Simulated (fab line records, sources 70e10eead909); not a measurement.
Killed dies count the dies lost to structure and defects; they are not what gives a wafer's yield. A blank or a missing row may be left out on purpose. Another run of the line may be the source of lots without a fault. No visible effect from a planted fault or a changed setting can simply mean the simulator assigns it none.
fab line records | flow nand_harc
[record] lots = 11 | wafers = 33 | last_day = 33
route steps=1302 shown A_CHANNEL_FILL_D2@619 END@1302
lots that met no fault: from a run of the same line without faults
start_h: hours from the record's first day to the start of the lot's first wafer shown | wait_h: hours elapsed since this lot's preceding step | " the same as in the row above | L1.1+2: several wafers, shown together as one row | - no value, or no start was given | * or withheld: withheld | < > ~ a bound
route shown NAME@n: NAME is a module with steps in the file, n the number in the route of the first one | usual: the fault-free wafers' mean and standard deviation | same: alike in all rows | chamber/n: place in a boat | sites: the reading at each site | _std_site: standard deviation across them | _edge_site: outer sites' mean less inner sites' | radius_mm: for every site, how far away it sits from the centre of the wafer | mask NAME#n: copy n | behind: tool/chamber where the wafer was last shaped | hold: cause of the lot's hold/its duration in hours/its outcome | device: the n, p or np transistor that did not switch | end of line: at the end of the route, the tests of the same wafers | a step with no rows: only its recipe | killed: count of dies lost to structure and defects at first sort (not the wafer's yield) | map: dies across one wafer; x = killed, . = not, _ = none there
set.NAME: the setting that was run; set.NAME@STEP: the one run at that earlier step | model.NAME: the simulator's own value behind a step, which no gauge read
steps of the route over a sample of lots; a table a step, a row a wafer
services: a tool's chamber out of use, with start hour (start_h, from the record's first day; less than 0 if before it), hours out, and reason
[[steps]]
[step NHARC_A_CHANNEL_FILL_D2_ETCHBACK_19]
[recipe] target_depth_a = 50 | time_s = 1.7 | hbr_flow_sccm = 150 | cl2_flow_sccm = 50 | rf_w = 400 | icp_w = 400 | bias_w = 100 | chemistry = HBr/Cl2
[usual] chamber_pressure_mTorr = 14.999/0.014 | drypump_motor_current_A = 5.3/0.55 | oes_product_au = 1.002/0.013 | throttle_valve_pct = 26.406/0.0092
lot.wafer | tool      | chamber | start_h | wait_h | chamber_pressure_mTorr | drypump_motor_current_A | oes_product_au | rf_hours_counter_h | throttle_valve_pct
L231.1    | rie_si-04 | 0       | 323.92  | 0.4    | 14.986                 | 4.9                     | 0.994          | 0.9                | 26.418
L231.3    | "         | 2       | "       | "      | 14.985                 | 6.0                     | 1.005          | 0.9                | 26.403
L231.6    | "         | 1       | "       | "      | 14.996                 | 5.1                     | 0.990          | -                  | 26.405
L234.1    | rie_si-02 | 1       | 362.20  | 0.4    | 15.007                 | 4.8                     | 0.993          | 0.6                | 26.411
L234.5    | "         | 3       | "       | "      | 14.995                 | 6.4                     | 0.993          | -                  | 26.409
L234.6    | "         | 0       | "       | "      | 14.992                 | 5.4                     | 0.985          | -                  | 26.425
L235.3    | rie_si-06 | 0       | 371.24  | 0.4    | 14.988                 | 4.8                     | 1.002          | 0.6                | 26.419
L235.1    | "         | 2       | "       | "      | 15.001                 | 5.1                     | 0.999          | 0.7                | 26.405
L235.5    | "         | 0       | "       | "      | 15.004                 | 4.7                     | 1.009          | -                  | 26.399
L237.4    | rie_si-06 | 2       | 382.41  | 0.4    | 14.988                 | 5.1                     | 1.002          | 0.8                | 26.413
L237.6    | "         | 1       | "       | "      | 14.995                 | 5.2                     | 1.006          | -                  | 26.401
L237.5    | "         | 2       | "       | "      | 14.997                 | 5.2                     | 1.008          | -                  | 26.393
L245.1    | rie_si-02 | 3       | 471.09  | 0.4    | 15.011                 | 6.4                     | 1.016          | 0.1                | 26.406
L245.4    | "         | 0       | "       | "      | 14.975                 | 5.4                     | 0.986          | 0.1                | 26.402
L245.3    | "         | 2       | "       | "      | 15.012                 | 4.7                     | 1.032          | 0.1                | 26.404
L246.2    | rie_si-04 | 3       | 471.09  | 0.4    | 15.002                 | 5.6                     | 0.989          | 0.7                | 26.427
L246.4    | "         | 1       | "       | "      | 14.986                 | 5.1                     | 1.008          | 0.8                | 26.408
L246.5    | "         | 0       | "       | "      | 15.022                 | 4.9                     | 1.017          | -                  | 26.407
L249.2    | rie_si-02 | 1       | 499.04  | 0.4    | 15.030                 | 4.8                     | 0.988          | 0.2                | 26.396
L249.4    | "         | 2       | "       | "      | 15.013                 | 4.7                     | 1.018          | 0.2                | 26.398
L249.1    | "         | 3       | "       | "      | 14.985                 | 6.3                     | 1.006          | 0.2                | 26.413
L251.3    | rie_si-02 | 1       | 528.21  | 0.4    | 15.002                 | 4.8                     | 0.991          | 0.5                | 26.425
L251.2    | "         | 3       | "       | "      | 14.993                 | 6.3                     | 1.013          | 0.4                | 26.405
L251.5    | "         | 1       | "       | "      | 14.988                 | 4.8                     | 1.010          | -                  | 26.413
L252.3    | rie_si-02 | 1       | 545.30  | 0.4    | 14.995                 | 4.8                     | 0.994          | 0.5                | 26.418
L252.4    | "         | 0       | "       | "      | 14.993                 | 5.4                     | 0.982          | 0.5                | 26.402
L252.5    | "         | 1       | "       | "      | 15.013                 | 4.9                     | 1.000          | -                  | 26.409
L253.2    | rie_si-04 | 1       | 545.33  | 0.4    | 15.009                 | 5.1                     | 0.998          | 0.0                | 26.397
L253.3    | "         | 2       | "       | "      | 14.988                 | 6.0                     | 0.990          | 0.1                | 26.400
L253.5    | "         | 0       | "       | "      | 15.001                 | 4.9                     | 1.011          | -                  | 26.415
L254.3    | rie_si-04 | 3       | 549.17  | 0.4    | 15.004                 | 5.6                     | 0.971          | 0.1                | 26.406
L254.2    | "         | 1       | "       | "      | 15.011                 | 5.1                     | 0.985          | 0.1                | 26.398
L254.5    | "         | 3       | "       | "      | 14.981                 | 5.6                     | 0.971          | -                  | 26.394
[step NHARC_A_CHANNEL_FILL_D2_ETCHBACK_20]
[recipe] target_depth_a = 270 | time_s = 13.5 | c4f8_flow_sccm = withheld | o2_flow_sccm = 8 | ar_flow_sccm = withheld | rf_w = 600 | bias_w = 1500 | chemistry = C4F8/O2/Ar
[usual] chamber_pressure_mTorr = 25.001/0.024 | oes_product_au = 0.982/0.026 | rf_vpp_V = 978/5.4
lot.wafer | tool        | chamber | start_h | wait_h | chamber_pressure_mTorr | oes_product_au | rf_hours_counter_h | rf_vpp_V
L231.1    | rie_diel-07 | 2       | 324.07  | -      | 25.035                 | 1.007          | 4.2                | 985
L231.3    | "           | 2       | "       | "      | 25.015                 | 1.008          | -                  | 984
L231.6    | "           | 2       | "       | "      | 25.017                 | 1.001          | -                  | 983
L234.1    | rie_diel-03 | 0       | 362.31  | -      | 24.998                 | 0.982          | 2.6                | 985
L234.6    | "           | 0       | "       | "      | 25.040                 | 0.975          | -                  | 984
L234.5    | "           | 1       | "       | "      | 24.980                 | 1.001          | -                  | 976
L235.3    | rie_diel-03 | 2       | 371.39  | -      | 25.058                 | 0.970          | 2.6                | 973
L235.1    | "           | 3       | "       | "      | 25.031                 | 0.964          | 2.7                | 980
L235.5    | "           | 0       | "       | "      | 24.993                 | 0.942          | -                  | 985
L237.4    | rie_diel-03 | 0       | 382.53  | -      | 25.020                 | 0.985          | 3.0                | 984
L237.5    | "           | 3       | "       | "      | 25.008                 | 0.982          | -                  | 979
L237.6    | "           | 0       | "       | "      | 25.038                 | 0.978          | -                  | 985
L246.2    | rie_diel-05 | 0       | 471.21  | -      | 25.006                 | 1.003          | 1.5                | 969
L246.4    | "           | 3       | "       | "      | 25.007                 | 0.995          | 2.1                | 981
L246.5    | "           | 0       | "       | "      | 25.001                 | 1.004          | -                  | 971
L245.4    | rie_diel-05 | 0       | 471.27  | -      | 24.985                 | 1.019          | 1.5                | 969
L245.1    | "           | 1       | "       | "      | 25.007                 | 1.001          | 2.0                | 975
L245.3    | "           | 2       | "       | "      | 25.043                 | 0.990          | 2.3                | 987
L249.4    | rie_diel-03 | 1       | 499.17  | -      | 25.002                 | 0.913          | 0.7                | 973
L249.1    | "           | 2       | "       | "      | 24.997                 | 0.925          | 0.5                | 973
L249.2    | "           | 0       | "       | "      | 24.997                 | 0.904          | 0.7                | 984
L251.2    | rie_diel-03 | 3       | 528.33  | -      | 25.000                 | 0.997          | 1.2                | 980
L251.3    | "           | 1       | "       | "      | 24.991                 | 0.989          | 1.4                | 975
L251.5    | "           | 0       | "       | "      | 25.006                 | 0.987          | -                  | 984
L253.2    | rie_diel-07 | 2       | 545.44  | -      | 25.031                 | 0.981          | 14.7               | 983
L253.3    | "           | 0       | "       | "      | 25.050                 | 0.985          | 12.8               | 973
L253.5    | "           | 1       | "       | "      | 25.026                 | 0.988          | -                  | 975
L252.4    | rie_diel-05 | 1       | 545.45  | -      | 24.994                 | 0.988          | 3.9                | 975
L252.3    | "           | 2       | "       | "      | 24.990                 | 0.994          | 4.5                | 987
L252.5    | "           | 0       | "       | "      | 24.998                 | 0.995          | -                  | 971
L254.3    | rie_diel-03 | 1       | 549.30  | -      | 24.982                 | 0.942          | 1.9                | 974
L254.2    | "           | 2       | "       | "      | 25.022                 | 0.978          | 1.9                | 975
L254.5    | "           | 2       | "       | "      | 25.020                 | 0.970          | -                  | 974
[step NHARC_A_CHANNEL_FILL_D2_ANNEAL_22]
[recipe] temp_c = 620 | time_s = 7200
[usual] spike_tc_bottom_C = 641.1/1.1 | spike_tc_centre_C = 621.2/1.1 | spike_tc_lower_C = 619.8/1.3 | spike_tc_top_C = 638.8/2 | spike_tc_upper_C = 619.5/1.2 | tube_center_temp_C = 620/0.055 | tube_center_temp_C_max = 621.59/0.24
lot.wafer | tool       | chamber | start_h | wait_h | spike_tc_bottom_C | spike_tc_centre_C | spike_tc_lower_C | spike_tc_top_C | spike_tc_upper_C | tube_center_temp_C | tube_center_temp_C_max
L231.1    | furnace-06 | 0       | 333.96  | 5.4    | 640.7             | 622.8             | 620.6            | 641.9          | 617.4            | 619.94             | 621.57
L231.3    | "          | 0       | "       | "      | 640.9             | 622.4             | 619.2            | 640.8          | 618.5            | 620.04             | 621.60
L231.6    | "          | 0       | "       | "      | 640.8             | 621.7             | 620.8            | 641.0          | 618.3            | 620.02             | 621.71
L234.1    | furnace-08 | 0       | 370.28  | 3.5    | 641.2             | 621.7             | 620.5            | 638.4          | 620.3            | 620                | 621.33
L234.5    | "          | 0       | "       | "      | 640.8             | 621.9             | 619.8            | 637.4          | 620.4            | 620.03             | 621.72
L234.6    | "          | 0       | "       | "      | 640.9             | 623.6             | 619.0            | 636.4          | 620.7            | 620                | 621.69
L235.1    | furnace-01 | 0       | 379.29  | 3.4    | 639.9             | 619.3             | 618.2            | 639.3          | 620.4            | 619.93             | 621.63
L235.3    | "          | 0       | "       | "      | 640.9             | 620.7             | 618.1            | 638.6          | 619.0            | 620.11             | 621.69
L235.5    | "          | 0       | "       | "      | 641.1             | 621.2             | 619.9            | 639.2          | 618.0            | 620.02             | 622.00
L237.4    | furnace-01 | 0       | 390.27  | 3.4    | 641.3             | 622.3             | 620.5            | 637.7          | 620.6            | 620.04             | 621.58
L237.5    | "          | 0       | "       | "      | 639.8             | 620.7             | 617.5            | 639.4          | 620.9            | 619.94             | 621.53
L237.6    | "          | 0       | "       | "      | 641.1             | 622.5             | 618.7            | 640.1          | 618.6            | 620.04             | 621.94
L245.1    | furnace-06 | 0       | 478.56  | 2.9    | 628.9             | 608.8             | 610.1            | 626.7          | 606.3            | 607.22             | 608.77
L245.3    | "          | 0       | "       | "      | 628.4             | 609.3             | 606.3            | 627.2          | 606.3            | 607.28             | 608.99
L245.4    | "          | 0       | "       | "      | 629.8             | 607.8             | 609.8            | 628.6          | 606.0            | 607.25             | 609.25
L246.2    | furnace-06 | 0       | 478.56  | 2.9    | 628.2             | 610.1             | 607.8            | 627.7          | 604.4            | 607.35             | 608.63
L246.4    | "          | 0       | "       | "      | 629.0             | 608.1             | 606.2            | 628.0          | 606.5            | 607.22             | 608.75
L246.5    | "          | 0       | "       | "      | 630.3             | 611.1             | 608.0            | 627.1          | 604.3            | 607.35             | 608.56
L249.1    | furnace-08 | 0       | 506.96  | 3.5    | 639.4             | 621.7             | 620.5            | 635.3          | 620.0            | 620.03             | 621.85
L249.2    | "          | 0       | "       | "      | 640.1             | 621.7             | 618.3            | 635.9          | 619.4            | 620.08             | 621.51
L249.4    | "          | 0       | "       | "      | 641.3             | 621.1             | 622.3            | 636.7          | 622.7            | 620.02             | 621.39
L251.2    | furnace-01 | 0       | 536.06  | 3.4    | 641.0             | 620.8             | 617.5            | 640.3          | 619.8            | 619.99             | 621.80
L251.3    | "          | 0       | "       | "      | 639.8             | 618.8             | 619.1            | 637.9          | 619.2            | 619.96             | 621.52
L251.5    | "          | 0       | "       | "      | 640.2             | 620.5             | 618.6            | 640.8          | 620.2            | 620                | 621.33
L252.3    | furnace-01 | 0       | 554.02  | 3.4    | 639.2             | 620.6             | 619.1            | 640.1          | 619.7            | 620.03             | 621.39
L252.4    | "          | 0       | "       | "      | 641.5             | 621.5             | 620.4            | 639.7          | 620.3            | 620.05             | 621.45
L252.5    | "          | 0       | "       | "      | 642.0             | 619.3             | 617.1            | 639.2          | 619.8            | 620.07             | 621.63
L253.2    | furnace-01 | 0       | 554.02  | 3.4    | 641.8             | 620.0             | 618.6            | 639.4          | 620.6            | 619.96             | 621.63
L253.3    | "          | 0       | "       | "      | 641.5             | 622.3             | 621.2            | 640.0          | 619.2            | 620.03             | 622.12
L253.5    | "          | 0       | "       | "      | 642.9             | 620.8             | 619.0            | 638.6          | 622.1            | 620.01             | 621.92
L254.2    | furnace-08 | 0       | 558.67  | 3.5    | 639.0             | 620.4             | 621.9            | 636.1          | 618.9            | 619.94             | 621.43
L254.3    | "          | 0       | "       | "      | 640.1             | 622.4             | 620.3            | 636.5          | 621.3            | 619.94             | 622.24
L254.5    | "          | 0       | "       | "      | 641.6             | 621.0             | 621.3            | 636.9          | 621.8            | 619.99             | 621.28
[step NHARC_A_CHANNEL_FILL_D2_RTA_24]
[recipe] temp_c = 1000 | time_s = 5
[usual] lamp_power_pct = 30.2/0.63 | lamp_zone_5_pct = 30.2/0.62 | wafer_temp_C_max = 1005.3/1.3
lot.wafer | tool          | chamber | start_h | wait_h | lamp_power_pct | lamp_zone_5_pct | wafer_temp_C_max
L231.1    | rtp_anneal-01 | 0       | 349.64  | 0.0    | 29.6           | 29.7            | 1002.9
L231.3    | "             | 0       | "       | "      | 29.6           | 29.7            | 1003.8
L231.6    | "             | 0       | "       | "      | 29.6           | 29.7            | 1004.9
L234.1    | rtp_anneal-02 | 0       | 386.22  | 0.0    | 30.9           | 30.9            | 1006.8
L234.5    | "             | 0       | "       | "      | 30.9           | 31.0            | 1005.5
L234.6    | "             | 0       | "       | "      | 30.9           | 30.9            | 1006.6
L235.1    | rtp_anneal-01 | 0       | 394.99  | 0.0    | 29.7           | 29.7            | 1007.4
L235.3    | "             | 0       | "       | "      | 29.7           | 29.7            | 1003.6
L235.5    | "             | 0       | "       | "      | 29.7           | 29.6            | 1003.9
L237.4    | rtp_anneal-02 | 0       | 406.01  | 0.1    | 30.9           | 31.0            | 1006.1
L237.5    | "             | 0       | "       | "      | 30.9           | 30.9            | 1006.0
L237.6    | "             | 0       | "       | "      | 30.9           | 31.0            | 1007.2
L246.2    | rtp_anneal-02 | 0       | 495.33  | 0.1    | 30.9           | 31.0            | 1006.1
L246.4    | "             | 0       | "       | "      | 30.9           | 30.9            | 1005.4
L246.5    | "             | 0       | "       | "      | 30.9           | 30.9            | 1008.5
L245.1    | rtp_anneal-02 | 0       | 495.47  | 0.2    | 30.9           | 30.9            | 1005.6
L245.3    | "             | 0       | "       | "      | 30.9           | 30.9            | 1006.1
L245.4    | "             | 0       | "       | "      | 30.9           | 30.9            | 1005.9
L249.1    | rtp_anneal-01 | 0       | 522.78  | 0.0    | 29.7           | 29.6            | 1003.0
L249.2    | "             | 0       | "       | "      | 29.7           | 29.7            | 1004.4
L249.4    | "             | 0       | "       | "      | 29.7           | 29.7            | 1004.5
L251.2    | rtp_anneal-01 | 0       | 553.87  | 0.1    | 29.7           | 29.7            | 1005.7
L251.3    | "             | 0       | "       | "      | 29.7           | 29.7            | 1003.8
L251.5    | "             | 0       | "       | "      | 29.7           | 29.6            | 1003.2
L253.2    | rtp_anneal-02 | 0       | 570.09  | 0.1    | 30.9           | 31.0            | 1007.4
L253.3    | "             | 0       | "       | "      | 30.9           | 30.9            | 1005.3
L253.5    | "             | 0       | "       | "      | 31.0           | 30.9            | 1005.7
L252.3    | rtp_anneal-01 | 0       | 570.12  | 0.1    | 29.7           | 29.6            | 1004.3
L252.4    | "             | 0       | "       | "      | 29.7           | 29.6            | 1003.8
L252.5    | "             | 0       | "       | "      | 29.7           | 29.6            | 1005.8
L254.2    | rtp_anneal-01 | 0       | 574.45  | 0.1    | 29.7           | 29.7            | 1003.3
L254.3    | "             | 0       | "       | "      | 29.6           | 29.7            | 1004.1
L254.5    | "             | 0       | "       | "      | 29.7           | 29.7            | 1004.1
[step NHARC_END_SORT_01]
[recipe] temp_c = 25
[usual] killed_at_array = 59/20 | killed_at_other = 0.8/1.1 | killed_at_periphery = 5/3.1 | killed_dies = 64/21 | killed_open = 3.4/1.9 | killed_short = 2.3/1.7
[same] gross_dies = 677
lot.wafer | tool      | chamber | start_h | wait_h | killed_at_array | killed_at_other | killed_at_periphery | killed_dies | killed_open | killed_short
L231.1    | prober-01 | 0       | 574.21  | 2.5    | 84              | 1               | 13                  | 98          | 4           | 5
L231.3    | prober-01 | 0       | 575.78  | 3.1    | 99              | 0               | 8                   | 107         | 5           | 2
L231.6    | prober-01 | 0       | 578.14  | 3.9    | 80              | 0               | 7                   | 87          | 2           | 3
L237.4    | prober-02 | 0       | 612.23  | 3.4    | 38              | 0               | 4                   | 42          | 3           | 0
L237.5    | prober-02 | 0       | 613.03  | 3.7    | 43              | 1               | 4                   | 48          | 6           | 1
L237.6    | prober-02 | 0       | 613.83  | 4.0    | 47              | 1               | 2                   | 50          | 7           | 2
L245.1    | prober-01 | 0       | 700.49  | 2.5    | 103             | 0               | 6                   | 109         | 8           | 3
L245.3    | prober-01 | 0       | 702.10  | 3.1    | 84              | 1               | 4                   | 89          | 4           | 1
L245.4    | prober-01 | 0       | 702.90  | 3.4    | 89              | 1               | 6                   | 96          | 2           | 3
L246.2    | prober-02 | 0       | 701.30  | 2.8    | 48              | 1               | 5                   | 54          | 0           | 2
L246.4    | prober-02 | 0       | 702.92  | 3.4    | 69              | 1               | 0                   | 70          | 6           | 6
L246.5    | prober-02 | 0       | 703.72  | 3.7    | 42              | 0               | 6                   | 48          | 1           | 1
L252.3    | prober-02 | 0       | 781.88  | 3.1    | 55              | 2               | 5                   | 62          | 6           | 1
L252.4    | prober-02 | 0       | 782.69  | 3.4    | 59              | 4               | 4                   | 67          | 6           | 0
L252.5    | prober-02 | 0       | 783.49  | 3.7    | 74              | 1               | 4                   | 79          | 2           | 7
// killed by level:class
L231.1 A_CHANNEL_HOLE_D1:chamber_film_flake=31 A_CHANNEL_HOLE_D2:chamber_film_flake=28 A_STAIRCASE:chamber_film_flake=7 P_ZERO_WELL:chamber_film_flake=4 P_CONTACT:chamber_film_flake=4 A_DECK1_JOINT:chamber_film_flake=4 A_CONTACT:chamber_film_flake=3 A_CONTACT:geometric_particle:open=2
L231.3 A_CHANNEL_HOLE_D1:chamber_film_flake=38 A_CHANNEL_HOLE_D2:chamber_film_flake=32 A_STAIRCASE:chamber_film_flake=11 P_M0:chamber_film_flake=4 A_CONTACT:chamber_film_flake=4 A_WL_FILL:chamber_film_flake=3 A_ONON_D1:geometric_particle:open=2 A_ONON_D2:geometric_particle:open=2
L231.6 A_CHANNEL_HOLE_D2:chamber_film_flake=34 A_CHANNEL_HOLE_D1:chamber_film_flake=31 A_STAIRCASE:chamber_film_flake=6 A_CONTACT:chamber_film_flake=6 P_CONTACT:chamber_film_flake=2 P_CONTACT:geometric_particle:short=1 P_M0:geometric_particle:short=1 A_CHANNEL_FILL_D1:geometric_particle:short=1
L237.4 A_CHANNEL_HOLE_D2:chamber_film_flake=27 A_CONTACT:chamber_film_flake=6 P_M0:geometric_particle:open=2 P_ZERO_WELL:chamber_film_flake=2 A_CHANNEL_HOLE_D1:chamber_film_flake=2 A_CHANNEL_FILL_D2:geometric_particle:open=1 A_STAIRCASE:chamber_film_flake=1 A_SLIT:chamber_film_flake=1
L237.5 A_CHANNEL_HOLE_D2:chamber_film_flake=31 A_CONTACT:chamber_film_flake=4 P_M0:geometric_particle:open=2 A_CHANNEL_HOLE_D1:chamber_film_flake=2 A_STAIRCASE:chamber_film_flake=2 P_STI:geometric_particle:open=1 A_ONON_D1:geometric_particle:short=1 A_BLC:geometric_particle:open=1
L237.6 A_CHANNEL_HOLE_D2:chamber_film_flake=32 A_STAIRCASE:chamber_film_flake=3 A_CONTACT:chamber_film_flake=3 A_M0:geometric_particle:open=2 P_GATE:geometric_particle:open=1 P_M0:geometric_particle:open=1 A_SOURCE_PLATE:geometric_particle:open=1 A_ONON_D2:geometric_particle:open=1
L245.1 A_CHANNEL_HOLE_D1:chamber_film_flake=32 A_CHANNEL_HOLE_D2:chamber_film_flake=30 A_SLIT:chamber_film_flake=17 A_CONTACT:chamber_film_flake=8 A_STAIRCASE:chamber_film_flake=4 A_SGD_CUT:chamber_film_flake=3 P_M0:geometric_particle:open=2 A_M0:geometric_particle:open=2
L246.2 A_SLIT:chamber_film_flake=30 A_CHANNEL_HOLE_D1:chamber_film_flake=7 A_CONTACT:chamber_film_flake=5 P_ZERO_WELL:chamber_film_flake=2 A_CHANNEL_HOLE_D1:geometric_particle:short=1 A_DECK1_JOINT:geometric_particle:short=1 P_STI:chamber_film_flake=1 P_GATE:chamber_film_flake=1
L245.3 A_CHANNEL_HOLE_D1:chamber_film_flake=27 A_SLIT:chamber_film_flake=24 A_CHANNEL_HOLE_D2:chamber_film_flake=15 A_CONTACT:chamber_film_flake=7 A_SGD_CUT:chamber_film_flake=3 A_STAIRCASE:chamber_film_flake=3 A_M0:geometric_particle:open=2 P_CONTACT:geometric_particle:open=1
L245.4 A_CHANNEL_HOLE_D1:chamber_film_flake=30 A_SLIT:chamber_film_flake=25 A_CHANNEL_HOLE_D2:chamber_film_flake=20 A_CONTACT:chamber_film_flake=4 P_BONDPAD:chamber_film_flake=3 A_STAIRCASE:chamber_film_flake=3 P_GATE:chamber_film_flake=2 P_M2:geometric_particle:open=1
L246.4 A_SLIT:chamber_film_flake=37 A_CHANNEL_HOLE_D1:chamber_film_flake=12 A_BLC:geometric_particle:open=4 A_STAIRCASE:chamber_film_flake=3 A_CONTACT:chamber_film_flake=3 A_CHANNEL_HOLE_D2:geometric_particle:short=2 A_CHANNEL_HOLE_D2:chamber_film_flake=2 A_CHANNEL_HOLE_D2:geometric_particle:open=1
L246.5 A_SLIT:chamber_film_flake=26 A_STAIRCASE:chamber_film_flake=5 P_ZERO_WELL:chamber_film_flake=4 A_CHANNEL_HOLE_D1:chamber_film_flake=4 A_WL_FILL:chamber_film_flake=2 A_CHANNEL_HOLE_D2:chamber_film_flake=2 A_CONTACT:chamber_film_flake=2 P_CONTACT:geometric_particle:open=1
L252.3 A_CHANNEL_HOLE_D2:chamber_film_flake=30 A_CHANNEL_HOLE_D1:chamber_film_flake=13 A_CONTACT:chamber_film_flake=5 P_CONTACT:geometric_particle:open=3 A_CONTACT:geometric_particle:open=3 A_SLIT:chamber_film_flake=3 THIN_TSV:chamber_film_flake=2 A_BLC:geometric_particle:short=1
L252.4 A_CHANNEL_HOLE_D2:chamber_film_flake=25 A_CHANNEL_HOLE_D1:chamber_film_flake=18 A_SLIT:chamber_film_flake=6 THIN_TSV:chamber_film_flake=4 A_ONON_D1:geometric_particle:open=2 A_ONON_D2:geometric_particle:open=2 P_ZERO_WELL:chamber_film_flake=2 A_STAIRCASE:chamber_film_flake=2
L252.5 A_CHANNEL_HOLE_D2:chamber_film_flake=27 A_SLIT:chamber_film_flake=20 A_CHANNEL_HOLE_D1:chamber_film_flake=14 A_CONTACT:chamber_film_flake=6 A_ONON_D1:geometric_particle:short=2 A_CHANNEL_FILL_D1:geometric_particle:open=2 A_CHANNEL_FILL_D2:geometric_particle:short=2 P_GATE:chamber_film_flake=2
[[services]]
tool          | chamber | start_h | hours | kind
rie_diel-05   | -       | 306.84  | 1.1   | repair
rie_diel-07   | 3       | 321.79  | 14.8  | repair
rie_diel-05   | 1       | 325.53  | 5.7   | repair
rie_si-04     | -       | 342.00  | 9.0   | pm
rie_diel-05   | 0       | 355.17  | 22.5  | repair
rtp_anneal-01 | -       | 372.19  | 12.0  | pm
rie_si-02     | 1       | 374.47  | 28.4  | repair
rie_si-04     | 0       | 397.10  | 1.4   | repair
rie_diel-05   | 2       | 403.26  | 12.0  | repair
rie_diel-05   | -       | 406.73  | 9.0   | pm
rie_diel-05   | 1       | 419.70  | 14.8  | repair
rie_si-04     | 3       | 425.01  | 15.6  | repair
rie_diel-05   | 0       | 453.27  | 9.0   | repair
rie_si-02     | -       | 454.00  | 9.0   | pm
rie_diel-03   | -       | 462.54  | 9.0   | pm
furnace-08    | -       | 476.00  | 26.0  | pm
rie_diel-05   | 3       | 502.54  | 7.1   | repair
rie_si-04     | 3       | 509.62  | 3.3   | repair
furnace-08    | -       | 512.30  | 5.0   | repair
rie_si-04     | -       | 519.00  | 9.0   | pm
rie_si-02     | 2       | 528.97  | 11.5  | repair
rie_si-02     | 3       | 531.13  | 4.7   | repair
furnace-06    | -       | 538.98  | 12.3  | repair
rie_diel-03   | -       | 543.87  | 0.6   | repair
[[key]]
[first_sign] step = NHARC_A_CHANNEL_FILL_D2_ANNEAL_22 | reading = tube_center_temp_C | direction = down | sigmas = 99+ | usual = * | struck = *
[effect] step = NHARC_A_CHANNEL_FILL_D2_ANNEAL_22 | reading = tube_center_temp_C_max | direction = down | sigmas = 52 | usual = * | struck = *
met_at NHARC_A_CHANNEL_FILL_D2_ANNEAL_22
struck_lots L245,L246
tester_left_out L245,L246
not_acting_at NHARC_A_CHANNEL_FILL_D2_ETCHBACK_19,NHARC_A_CHANNEL_FILL_D2_ETCHBACK_20,NHARC_A_CHANNEL_FILL_D2_RTA_24
onset_between 333.96 478.56
[fault] kind = process_parameter_drift | tool = furnace-06 | chamber = - | onset_h = 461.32 | steps = NHARC_A_CHANNEL_FILL_D2_ANNEAL_22 | channel = temp_c | offset = * | shape = step | end_h = 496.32 | acts_in = * | stated = *
// tester_left_out: of these lots the tester's yield and bins aren't shown, on N5 and GAA mostly nor the transistor test; their killed dies are dies lost to structure and defects alone, not to doping, threshold or leakage, so they don't give the yield
